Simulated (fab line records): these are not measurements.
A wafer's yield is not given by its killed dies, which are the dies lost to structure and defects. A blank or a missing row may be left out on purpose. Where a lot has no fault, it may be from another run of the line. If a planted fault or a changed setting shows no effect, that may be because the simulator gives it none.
Which tool was responsible? / flow n5_finfet / 72 wafers from 24 lots sampled at 6 of the route's 1938 steps

== WHAT THE GAUGES SHOWED, per wafer ==
N5_BEOL_M4_INSPECT_59: inspects for defects (darkfield). Usual: raw_defect_count at 78, with a standard deviation of 28.
lot=L075; measured=day 13 18:11; on=defect_inspect-02; raw_defect_count=30 37 33; flag=
lot=L078; measured=day 14 04:28; on=defect_inspect-01; raw_defect_count=79 61 99; flag=
lot=L077; measured=day 14 20:04; on=defect_inspect-01; raw_defect_count=136 104 138; flag=
lot=L084; measured=day 14 20:28; on=defect_inspect-02; raw_defect_count=85 46 56; flag=
lot=L074; measured=day 15 11:35; on=defect_inspect-01; raw_defect_count=134 83 42; flag=
lot=L079; measured=day 15 17:02; on=defect_inspect-01; raw_defect_count=61 93 92; flag=
lot=L080; measured=day 16 00:27; on=defect_inspect-02; raw_defect_count=50 116 75; flag=
lot=L076; measured=day 16 11:25; on=defect_inspect-02; raw_defect_count=64 79 60; flag=
lot=L083; measured=day 16 22:41; on=defect_inspect-02; raw_defect_count=47 39 39; flag=
lot=L081; measured=day 17 03:31; on=defect_inspect-01; raw_defect_count=82 92 75; flag=
lot=L082; measured=day 17 06:55; on=defect_inspect-01; raw_defect_count=110 79 52; flag=
lot=L085; measured=day 17 07:17; on=defect_inspect-02; raw_defect_count=29 54 44; flag=
lot=L087; measured=day 17 15:13; on=defect_inspect-01; raw_defect_count=62 49 94; flag=
lot=L091; measured=day 17 15:20; on=defect_inspect-01; raw_defect_count=49 53 67; flag=
lot=L086; measured=day 17 18:31; on=defect_inspect-02; raw_defect_count=58 37 46; flag=
lot=L090; measured=day 17 20:20; on=defect_inspect-01; raw_defect_count=103 92 126; flag=
lot=L088; measured=day 18 01:55; on=defect_inspect-02; raw_defect_count=56 86 103; flag=
lot=L089; measured=day 18 06:19; on=defect_inspect-01; raw_defect_count=111 100 86; flag=
lot=L093; measured=day 19 02:23; on=defect_inspect-02; raw_defect_count=100 49 51; flag=
lot=L092; measured=day 19 03:34; on=defect_inspect-01; raw_defect_count=61 108 88; flag=
lot=L095; measured=day 19 04:06; on=defect_inspect-01; raw_defect_count=70 61 90; flag=
lot=L094; measured=day 20 03:54; on=defect_inspect-01; raw_defect_count=67 76 59; flag=
lot=L096; measured=day 20 05:24; on=defect_inspect-02; raw_defect_count=134 84 104; flag=
lot=L097; measured=day 20 12:01; on=defect_inspect-01; raw_defect_count=117 107 60; flag=

N5_BEOL_M5_INSPECT_13: inspects for defects (brightfield). Usual: raw_defect_count at 417, with a standard deviation of 110.
lot=L075; measured=day 13 21:22; on=defect_inspect-02; raw_defect_count=307 303 382; flag=
lot=L078; measured=day 14 07:01; on=defect_inspect-02; raw_defect_count=500 540 538; flag=
lot=L077; measured=day 14 23:19; on=defect_inspect-01; raw_defect_count=486 349 417; flag=
lot=L084; measured=day 15 01:16; on=defect_inspect-01; raw_defect_count=362 412 445; flag=
lot=L074; measured=day 15 13:49; on=defect_inspect-01; raw_defect_count=642 520 359; flag=
lot=L079; measured=day 15 19:47; on=defect_inspect-02; raw_defect_count=303 312 383; flag=
lot=L080; measured=day 16 03:05; on=defect_inspect-02; raw_defect_count=383 551 364; flag=
lot=L076; measured=day 16 14:00; on=defect_inspect-02; raw_defect_count=347 299 236; flag=
lot=L083; measured=day 17 02:24; on=defect_inspect-01; raw_defect_count=399 396 347; flag=
lot=L081; measured=day 17 07:11; on=defect_inspect-01; raw_defect_count=409 478 414; flag=
lot=L082; measured=day 17 09:46; on=defect_inspect-01; raw_defect_count=516 352 377; flag=
lot=L085; measured=day 17 15:00; on=defect_inspect-01; raw_defect_count=343 354 376; flag=
lot=L087; measured=day 17 19:32; on=defect_inspect-02; raw_defect_count=297 272 471; flag=
lot=L091; measured=day 17 19:27; on=defect_inspect-02; raw_defect_count=330 288 329; flag=
lot=L086; measured=day 17 22:28; on=defect_inspect-02; raw_defect_count=387 272 347; flag=
lot=L090; measured=day 17 23:10; on=defect_inspect-02; raw_defect_count=328 317 509; flag=
lot=L088; measured=day 18 05:46; on=defect_inspect-01; raw_defect_count=419 457 398; flag=
lot=L089; measured=day 18 09:56; on=defect_inspect-02; raw_defect_count=425 383 347; flag=
lot=L093; measured=day 19 05:59; on=defect_inspect-02; raw_defect_count=391 345 309; flag=
lot=L092; measured=day 19 06:08; on=defect_inspect-02; raw_defect_count=279 388 254; flag=
lot=L095; measured=day 19 06:44; on=defect_inspect-02; raw_defect_count=448 373 528; flag=
lot=L094; measured=day 20 08:46; on=defect_inspect-01; raw_defect_count=453 561 511; flag=
lot=L096; measured=day 20 08:57; on=defect_inspect-01; raw_defect_count=694 550 823; flag=
lot=L097; measured=day 20 16:44; on=defect_inspect-02; raw_defect_count=469 486 345; flag=

== WHAT TOOL EACH LOT RAN ON (gives the tool, then ch and the chambers of the sampled wafers, and finally the start) ==
lot=L075; N5_BEOL_M4_ANNEAL_95=pvd_sputter-03, day 13 16:58; N5_BEOL_M4_SPUTTER_96=pvd_sputter-03, day 13 17:06; N5_BEOL_M5_PECVD_70=pecvd-02 ch 0,1, day 13 19:53; N5_BEOL_M5_HM_DEP_02=pvd_sputter-03, day 13 20:53
lot=L078; N5_BEOL_M4_ANNEAL_95=pvd_sputter-03, day 14 03:05; N5_BEOL_M4_SPUTTER_96=pvd_sputter-03, day 14 03:13; N5_BEOL_M5_PECVD_70=pecvd-03 ch 0,2, day 14 06:03; N5_BEOL_M5_HM_DEP_02=pvd_sputter-01, day 14 06:25
lot=L077; N5_BEOL_M4_ANNEAL_95=pvd_sputter-01, day 14 18:52; N5_BEOL_M4_SPUTTER_96=pvd_sputter-01, day 14 19:00; N5_BEOL_M5_PECVD_70=pecvd-01 ch 0,1,2, day 14 21:41; N5_BEOL_M5_HM_DEP_02=pvd_sputter-03, day 14 22:43
lot=L084; N5_BEOL_M4_ANNEAL_95=pvd_sputter-02, day 14 19:15; N5_BEOL_M4_SPUTTER_96=pvd_sputter-02, day 14 19:23; N5_BEOL_M5_PECVD_70=pecvd-01 ch 0,1,2, day 14 22:04; N5_BEOL_M5_HM_DEP_02=pvd_sputter-03, day 15 00:39
lot=L074; N5_BEOL_M4_ANNEAL_95=pvd_sputter-01, day 15 10:21; N5_BEOL_M4_SPUTTER_96=pvd_sputter-01, day 15 10:29; N5_BEOL_M5_PECVD_70=pecvd-02 ch 0,1, day 15 13:11; N5_BEOL_M5_HM_DEP_02=pvd_sputter-01, day 15 13:20
lot=L079; N5_BEOL_M4_ANNEAL_95=pvd_sputter-01, day 15 15:17; N5_BEOL_M4_SPUTTER_96=pvd_sputter-01, day 15 15:25; N5_BEOL_M5_PECVD_70=pecvd-03 ch 0,1,2, day 15 19:07; N5_BEOL_M5_HM_DEP_02=pvd_sputter-03, day 15 19:10
lot=L080; N5_BEOL_M4_ANNEAL_95=pvd_sputter-01, day 15 23:02; N5_BEOL_M4_SPUTTER_96=pvd_sputter-01, day 15 23:10; N5_BEOL_M5_PECVD_70=pecvd-02 ch 0,1, day 16 02:32; N5_BEOL_M5_HM_DEP_02=pvd_sputter-01, day 16 02:35
lot=L076; N5_BEOL_M4_ANNEAL_95=pvd_sputter-02, day 16 10:12; N5_BEOL_M4_SPUTTER_96=pvd_sputter-02, day 16 10:20; N5_BEOL_M5_PECVD_70=pecvd-01 ch 0,1,2, day 16 13:01; N5_BEOL_M5_HM_DEP_02=pvd_sputter-03, day 16 13:31
lot=L083; N5_BEOL_M4_ANNEAL_95=pvd_sputter-03, day 16 21:29; N5_BEOL_M4_SPUTTER_96=pvd_sputter-03, day 16 21:37; N5_BEOL_M5_PECVD_70=pecvd-01 ch 0,1,2, day 17 00:18; N5_BEOL_M5_HM_DEP_02=pvd_sputter-03, day 17 01:55
lot=L081; N5_BEOL_M4_ANNEAL_95=pvd_sputter-01, day 17 02:17; N5_BEOL_M4_SPUTTER_96=pvd_sputter-01, day 17 02:25; N5_BEOL_M5_PECVD_70=pecvd-01 ch 0,1,2, day 17 05:07; N5_BEOL_M5_HM_DEP_02=pvd_sputter-03, day 17 06:42
lot=L082; N5_BEOL_M4_ANNEAL_95=pvd_sputter-02, day 17 05:42; N5_BEOL_M4_SPUTTER_96=pvd_sputter-02, day 17 05:50; N5_BEOL_M5_PECVD_70=pecvd-03 ch 0,1, day 17 08:31; N5_BEOL_M5_HM_DEP_02=pvd_sputter-01, day 17 09:18
lot=L085; N5_BEOL_M4_ANNEAL_95=pvd_sputter-03, day 17 06:05; N5_BEOL_M4_SPUTTER_96=pvd_sputter-03, day 17 06:13; N5_BEOL_M5_PECVD_70=pecvd-01 ch 0,2, day 17 10:21; N5_BEOL_M5_HM_DEP_02=pvd_sputter-03, day 17 14:31
lot=L087; N5_BEOL_M4_ANNEAL_95=pvd_sputter-03, day 17 13:59; N5_BEOL_M4_SPUTTER_96=pvd_sputter-03, day 17 14:07; N5_BEOL_M5_PECVD_70=pecvd-03 ch 0,1, day 17 17:18; N5_BEOL_M5_HM_DEP_02=pvd_sputter-02, day 17 19:03
lot=L091; N5_BEOL_M4_ANNEAL_95=pvd_sputter-02, day 17 14:03; N5_BEOL_M4_SPUTTER_96=pvd_sputter-02, day 17 14:11; N5_BEOL_M5_PECVD_70=pecvd-02 ch 0,1, day 17 16:57; N5_BEOL_M5_HM_DEP_02=pvd_sputter-02, day 17 18:51
lot=L086; N5_BEOL_M4_ANNEAL_95=pvd_sputter-01, day 17 17:16; N5_BEOL_M4_SPUTTER_96=pvd_sputter-01, day 17 17:24; N5_BEOL_M5_PECVD_70=pecvd-03 ch 0,1,2, day 17 20:37; N5_BEOL_M5_HM_DEP_02=pvd_sputter-03, day 17 21:52
lot=L090; N5_BEOL_M4_ANNEAL_95=pvd_sputter-01, day 17 19:06; N5_BEOL_M4_SPUTTER_96=pvd_sputter-01, day 17 19:14; N5_BEOL_M5_PECVD_70=pecvd-03 ch 0,1, day 17 21:57; N5_BEOL_M5_HM_DEP_02=pvd_sputter-03, day 17 22:34
lot=L088; N5_BEOL_M4_ANNEAL_95=pvd_sputter-01, day 18 00:42; N5_BEOL_M4_SPUTTER_96=pvd_sputter-01, day 18 00:50; N5_BEOL_M5_PECVD_70=pecvd-01 ch 0,2, day 18 03:32; N5_BEOL_M5_HM_DEP_02=pvd_sputter-02, day 18 05:09
lot=L089; N5_BEOL_M4_ANNEAL_95=pvd_sputter-03, day 18 05:04; N5_BEOL_M4_SPUTTER_96=pvd_sputter-03, day 18 05:13; N5_BEOL_M5_PECVD_70=pecvd-02 ch 0,2, day 18 07:55; N5_BEOL_M5_HM_DEP_02=pvd_sputter-01, day 18 09:19
lot=L093; N5_BEOL_M4_ANNEAL_95=pvd_sputter-02, day 19 01:10; N5_BEOL_M4_SPUTTER_96=pvd_sputter-02, day 19 01:18; N5_BEOL_M5_PECVD_70=pecvd-02 ch 0,1,2, day 19 04:28; N5_BEOL_M5_HM_DEP_02=pvd_sputter-01, day 19 05:30
lot=L092; N5_BEOL_M4_ANNEAL_95=pvd_sputter-03, day 19 02:16; N5_BEOL_M4_SPUTTER_96=pvd_sputter-03, day 19 02:25; N5_BEOL_M5_PECVD_70=pecvd-01 ch 1,2, day 19 05:10; N5_BEOL_M5_HM_DEP_02=pvd_sputter-02, day 19 05:38
lot=L095; N5_BEOL_M4_ANNEAL_95=pvd_sputter-01, day 19 02:53; N5_BEOL_M4_SPUTTER_96=pvd_sputter-01, day 19 03:01; N5_BEOL_M5_PECVD_70=pecvd-03 ch 0,1,2, day 19 06:12; N5_BEOL_M5_HM_DEP_02=pvd_sputter-02, day 19 06:16
lot=L094; N5_BEOL_M4_ANNEAL_95=pvd_sputter-01, day 20 02:41; N5_BEOL_M4_SPUTTER_96=pvd_sputter-01, day 20 02:50; N5_BEOL_M5_PECVD_70=pecvd-02 ch 0,1, day 20 06:25; N5_BEOL_M5_HM_DEP_02=pvd_sputter-01, day 20 08:08
lot=L096; N5_BEOL_M4_ANNEAL_95=pvd_sputter-03, day 20 04:11; N5_BEOL_M4_SPUTTER_96=pvd_sputter-03, day 20 04:20; N5_BEOL_M5_PECVD_70=pecvd-03 ch 0,2, day 20 07:01; N5_BEOL_M5_HM_DEP_02=pvd_sputter-01, day 20 08:20
lot=L097; N5_BEOL_M4_ANNEAL_95=pvd_sputter-02, day 20 10:47; N5_BEOL_M4_SPUTTER_96=pvd_sputter-02, day 20 10:56; N5_BEOL_M5_PECVD_70=pecvd-02 ch 0,1,2, day 20 13:37; N5_BEOL_M5_HM_DEP_02=pvd_sputter-01, day 20 16:16
- N5_BEOL_M4_ANNEAL_95: time 240 s.
- N5_BEOL_M4_SPUTTER_96: material Cu, target thk 4.5 nm, time 8.29 s.
- N5_BEOL_M5_PECVD_70: deposits SiO2 from TEOS/O2, target thk 16 nm, time 18 s.
- N5_BEOL_M5_HM_DEP_02: deposits TiN, target thk 20 nm.

== AS READ BY THE TOOLS THEMSELVES (means over the sampled wafers that have a number; for cases with no such wafer, the mark the record gives instead) ==
N5_BEOL_M4_ANNEAL_95. Usual: heater_power_w 836 W, standard deviation 76; susceptor_temp_C_max 400.9, standard deviation 0.41.
lot=L075; tool=pvd_sputter-03; heater_power_w (W)=847; susceptor_temp_C_max=401.8; flag=
lot=L078; tool=pvd_sputter-03; heater_power_w (W)=875; susceptor_temp_C_max=401.3; flag=
lot=L077; tool=pvd_sputter-01; heater_power_w (W)=906; susceptor_temp_C_max=400.9; flag=
lot=L084; tool=pvd_sputter-02; heater_power_w (W)=850; susceptor_temp_C_max=400.9; flag=
lot=L074; tool=pvd_sputter-01; heater_power_w (W)=827; susceptor_temp_C_max=400.8; flag=
lot=L079; tool=pvd_sputter-01; heater_power_w (W)=833; susceptor_temp_C_max=400.9; flag=
lot=L080; tool=pvd_sputter-01; heater_power_w (W)=828; susceptor_temp_C_max=400.8; flag=
lot=L076; tool=pvd_sputter-02; heater_power_w (W)=889; susceptor_temp_C_max=400.7; flag=
lot=L083; tool=pvd_sputter-03; heater_power_w (W)=827; susceptor_temp_C_max=401.2; flag=
lot=L081; tool=pvd_sputter-01; heater_power_w (W)=871; susceptor_temp_C_max=400.5; flag=
lot=L082; tool=pvd_sputter-02; heater_power_w (W)=864; susceptor_temp_C_max=400.9; flag=
lot=L085; tool=pvd_sputter-03; heater_power_w (W)=848; susceptor_temp_C_max=401.2; flag=
lot=L087; tool=pvd_sputter-03; heater_power_w (W)=808; susceptor_temp_C_max=401.1; flag=
lot=L091; tool=pvd_sputter-02; heater_power_w (W)=856; susceptor_temp_C_max=400.7; flag=
lot=L086; tool=pvd_sputter-01; heater_power_w (W)=850; susceptor_temp_C_max=400.7; flag=
lot=L090; tool=pvd_sputter-01; heater_power_w (W)=883; susceptor_temp_C_max=400.9; flag=
lot=L088; tool=pvd_sputter-01; heater_power_w (W)=834; susceptor_temp_C_max=400.8; flag=
lot=L089; tool=pvd_sputter-03; heater_power_w (W)=767; susceptor_temp_C_max=401.3; flag=
lot=L093; tool=pvd_sputter-02; heater_power_w (W)=837; susceptor_temp_C_max=400.8; flag=
lot=L092; tool=pvd_sputter-03; heater_power_w (W)=813; susceptor_temp_C_max=401.4; flag=
lot=L095; tool=pvd_sputter-01; heater_power_w (W)=791; susceptor_temp_C_max=401.0; flag=
lot=L094; tool=pvd_sputter-01; heater_power_w (W)=840; susceptor_temp_C_max=400.7; flag=
lot=L096; tool=pvd_sputter-03; heater_power_w (W)=843; susceptor_temp_C_max=401.2; flag=
lot=L097; tool=pvd_sputter-02; heater_power_w (W)=836; susceptor_temp_C_max=400.8; flag=

N5_BEOL_M4_SPUTTER_96. Usual: throttle_valve_pct at 29.7 %, with a standard deviation of 1.2.
lot=L075; tool=pvd_sputter-03; throttle_valve_pct (%)=30.7; flag=
lot=L078; tool=pvd_sputter-03; throttle_valve_pct (%)=30.7; flag=
lot=L077; tool=pvd_sputter-01; throttle_valve_pct (%)=28.9; flag=
lot=L084; tool=pvd_sputter-02; throttle_valve_pct (%)=30.5; flag=
lot=L074; tool=pvd_sputter-01; throttle_valve_pct (%)=29.1; flag=
lot=L079; tool=pvd_sputter-01; throttle_valve_pct (%)=29.1; flag=
lot=L080; tool=pvd_sputter-01; throttle_valve_pct (%)=29.5; flag=
lot=L076; tool=pvd_sputter-02; throttle_valve_pct (%)=31.1; flag=
lot=L083; tool=pvd_sputter-03; throttle_valve_pct (%)=30.2; flag=
lot=L081; tool=pvd_sputter-01; throttle_valve_pct (%)=28.3; flag=
lot=L082; tool=pvd_sputter-02; throttle_valve_pct (%)=30.7; flag=
lot=L085; tool=pvd_sputter-03; throttle_valve_pct (%)=30.2; flag=
lot=L087; tool=pvd_sputter-03; throttle_valve_pct (%)=30.1; flag=
lot=L091; tool=pvd_sputter-02; throttle_valve_pct (%)=30.8; flag=
lot=L086; tool=pvd_sputter-01; throttle_valve_pct (%)=29.5; flag=
lot=L090; tool=pvd_sputter-01; throttle_valve_pct (%)=28.1; flag=
lot=L088; tool=pvd_sputter-01; throttle_valve_pct (%)=27.8; flag=
lot=L089; tool=pvd_sputter-03; throttle_valve_pct (%)=30.1; flag=
lot=L093; tool=pvd_sputter-02; throttle_valve_pct (%)=30.4; flag=
lot=L092; tool=pvd_sputter-03; throttle_valve_pct (%)=30.1; flag=
lot=L095; tool=pvd_sputter-01; throttle_valve_pct (%)=28.9; flag=
lot=L094; tool=pvd_sputter-01; throttle_valve_pct (%)=27.8; flag=
lot=L096; tool=pvd_sputter-03; throttle_valve_pct (%)=29.9; flag=
lot=L097; tool=pvd_sputter-02; throttle_valve_pct (%)=30.6; flag=

N5_BEOL_M5_PECVD_70. Usual: heater_power_outer_w 414 W, standard deviation 79; heater_power_w 688 W, standard deviation 120; showerhead_plenum_p_Torr 8.81 Torr, standard deviation 0.062; throttle_valve_pct 22.2 %, standard deviation 0.95.
lot=L075; tool=pecvd-02; heater_power_outer_w (W)=301; heater_power_w (W)=528; showerhead_plenum_p_Torr (Torr)=8.83; throttle_valve_pct (%)=21.2; flag=
lot=L078; tool=pecvd-03; heater_power_outer_w (W)=474; heater_power_w (W)=823; showerhead_plenum_p_Torr (Torr)=8.78; throttle_valve_pct (%)=22.8; flag=
lot=L077; tool=pecvd-01; heater_power_outer_w (W)=448; heater_power_w (W)=723; showerhead_plenum_p_Torr (Torr)=8.86; throttle_valve_pct (%)=22.0; flag=
lot=L084; tool=pecvd-01; heater_power_outer_w (W)=451; heater_power_w (W)=719; showerhead_plenum_p_Torr (Torr)=8.83; throttle_valve_pct (%)=22.0; flag=
lot=L074; tool=pecvd-02; heater_power_outer_w (W)=280; heater_power_w (W)=518; showerhead_plenum_p_Torr (Torr)=8.83; throttle_valve_pct (%)=21.8; flag=
lot=L079; tool=pecvd-03; heater_power_outer_w (W)=447; heater_power_w (W)=758; showerhead_plenum_p_Torr (Torr)=8.80; throttle_valve_pct (%)=22.6; flag=
lot=L080; tool=pecvd-02; heater_power_outer_w (W)=301; heater_power_w (W)=548; showerhead_plenum_p_Torr (Torr)=8.84; throttle_valve_pct (%)=21.9; flag=
lot=L076; tool=pecvd-01; heater_power_outer_w (W)=409; heater_power_w (W)=666; showerhead_plenum_p_Torr (Torr)=8.83; throttle_valve_pct (%)=21.8; flag=
lot=L083; tool=pecvd-01; heater_power_outer_w (W)=443; heater_power_w (W)=708; showerhead_plenum_p_Torr (Torr)=8.83; throttle_valve_pct (%)=22.0; flag=
lot=L081; tool=pecvd-01; heater_power_outer_w (W)=440; heater_power_w (W)=697; showerhead_plenum_p_Torr (Torr)=8.84; throttle_valve_pct (%)=22.0; flag=
lot=L082; tool=pecvd-03; heater_power_outer_w (W)=448; heater_power_w (W)=783; showerhead_plenum_p_Torr (Torr)=8.78; throttle_valve_pct (%)=23.1; flag=
lot=L085; tool=pecvd-01; heater_power_outer_w (W)=434; heater_power_w (W)=661; showerhead_plenum_p_Torr (Torr)=8.82; throttle_valve_pct (%)=22.3; flag=
lot=L087; tool=pecvd-03; heater_power_outer_w (W)=460; heater_power_w (W)=809; showerhead_plenum_p_Torr (Torr)=8.79; throttle_valve_pct (%)=23.0; flag=
lot=L091; tool=pecvd-02; heater_power_outer_w (W)=291; heater_power_w (W)=510; showerhead_plenum_p_Torr (Torr)=8.83; throttle_valve_pct (%)=21.4; flag=
lot=L086; tool=pecvd-03; heater_power_outer_w (W)=446; heater_power_w (W)=777; showerhead_plenum_p_Torr (Torr)=8.82; throttle_valve_pct (%)=22.7; flag=
lot=L090; tool=pecvd-03; heater_power_outer_w (W)=418; heater_power_w (W)=746; showerhead_plenum_p_Torr (Torr)=8.79; throttle_valve_pct (%)=22.9; flag=
lot=L088; tool=pecvd-01; heater_power_outer_w (W)=447; heater_power_w (W)=683; showerhead_plenum_p_Torr (Torr)=8.81; throttle_valve_pct (%)=22.3; flag=
lot=L089; tool=pecvd-02; heater_power_outer_w (W)=429; heater_power_w (W)=676; showerhead_plenum_p_Torr (Torr)=8.72; throttle_valve_pct (%)=22.6; flag=
lot=L093; tool=pecvd-02; heater_power_outer_w (W)=332; heater_power_w (W)=561; showerhead_plenum_p_Torr (Torr)=8.78; throttle_valve_pct (%)=21.8; flag=
lot=L092; tool=pecvd-01; heater_power_outer_w (W)=445; heater_power_w (W)=741; showerhead_plenum_p_Torr (Torr)=8.87; throttle_valve_pct (%)=20.8; flag=
lot=L095; tool=pecvd-03; heater_power_outer_w (W)=482; heater_power_w (W)=814; showerhead_plenum_p_Torr (Torr)=8.82; throttle_valve_pct (%)=22.8; flag=
lot=L094; tool=pecvd-02; heater_power_outer_w (W)=274; heater_power_w (W)=512; showerhead_plenum_p_Torr (Torr)=8.84; throttle_valve_pct (%)=22.2; flag=
lot=L096; tool=pecvd-03; heater_power_outer_w (W)=517; heater_power_w (W)=889; showerhead_plenum_p_Torr (Torr)=8.79; throttle_valve_pct (%)=23.3; flag=
lot=L097; tool=pecvd-02; heater_power_outer_w (W)=364; heater_power_w (W)=608; showerhead_plenum_p_Torr (Torr)=8.78; throttle_valve_pct (%)=22.0; flag=

N5_BEOL_M5_HM_DEP_02. Usual: throttle_valve_pct at 29.8 %, with a standard deviation of 1.1.
lot=L075; tool=pvd_sputter-03; throttle_valve_pct (%)=30.0; flag=
lot=L078; tool=pvd_sputter-01; throttle_valve_pct (%)=28.3; flag=
lot=L077; tool=pvd_sputter-03; throttle_valve_pct (%)=30.1; flag=
lot=L084; tool=pvd_sputter-03; throttle_valve_pct (%)=30.3; flag=
lot=L074; tool=pvd_sputter-01; throttle_valve_pct (%)=29.5; flag=
lot=L079; tool=pvd_sputter-03; throttle_valve_pct (%)=30.3; flag=
lot=L080; tool=pvd_sputter-01; throttle_valve_pct (%)=29.1; flag=
lot=L076; tool=pvd_sputter-03; throttle_valve_pct (%)=30.1; flag=
lot=L083; tool=pvd_sputter-03; throttle_valve_pct (%)=30.2; flag=
lot=L081; tool=pvd_sputter-03; throttle_valve_pct (%)=30.0; flag=
lot=L082; tool=pvd_sputter-01; throttle_valve_pct (%)=28.8; flag=
lot=L085; tool=pvd_sputter-03; throttle_valve_pct (%)=29.9; flag=
lot=L087; tool=pvd_sputter-02; throttle_valve_pct (%)=30.6; flag=
lot=L091; tool=pvd_sputter-02; throttle_valve_pct (%)=30.8; flag=
lot=L086; tool=pvd_sputter-03; throttle_valve_pct (%)=30.3; flag=
lot=L090; tool=pvd_sputter-03; throttle_valve_pct (%)=29.8; flag=
lot=L088; tool=pvd_sputter-02; throttle_valve_pct (%)=30.9; flag=
lot=L089; tool=pvd_sputter-01; throttle_valve_pct (%)=29.2; flag=
lot=L093; tool=pvd_sputter-01; throttle_valve_pct (%)=29.1; flag=
lot=L092; tool=pvd_sputter-02; throttle_valve_pct (%)=30.5; flag=
lot=L095; tool=pvd_sputter-02; throttle_valve_pct (%)=31.1; flag=
lot=L094; tool=pvd_sputter-01; throttle_valve_pct (%)=29.0; flag=
lot=L096; tool=pvd_sputter-01; throttle_valve_pct (%)=28.4; flag=
lot=L097; tool=pvd_sputter-01; throttle_valve_pct (%)=29.7; flag=

== THE ANSWER, worked out from the rows above alone ==
Rule: take the mean of a lot's wafers that have a number; if it is more than 3 standard deviations from the usual mean, the lot is off. Also off: a lot with no number at a reading for which 4 or more lots have one. Any other lot the step has rows for is counted as sound. After the gauges, taken in route order, come the tools' own readings; for these a lot's mean is taken, as printed above. At the first step where some lot is off, the reading lying furthest off is the one used; lots without a number count as furthest.
Nothing can be told from this: no lot is off at any reading shown.

== WHAT THE SIMULATOR HAD PUT IN ==
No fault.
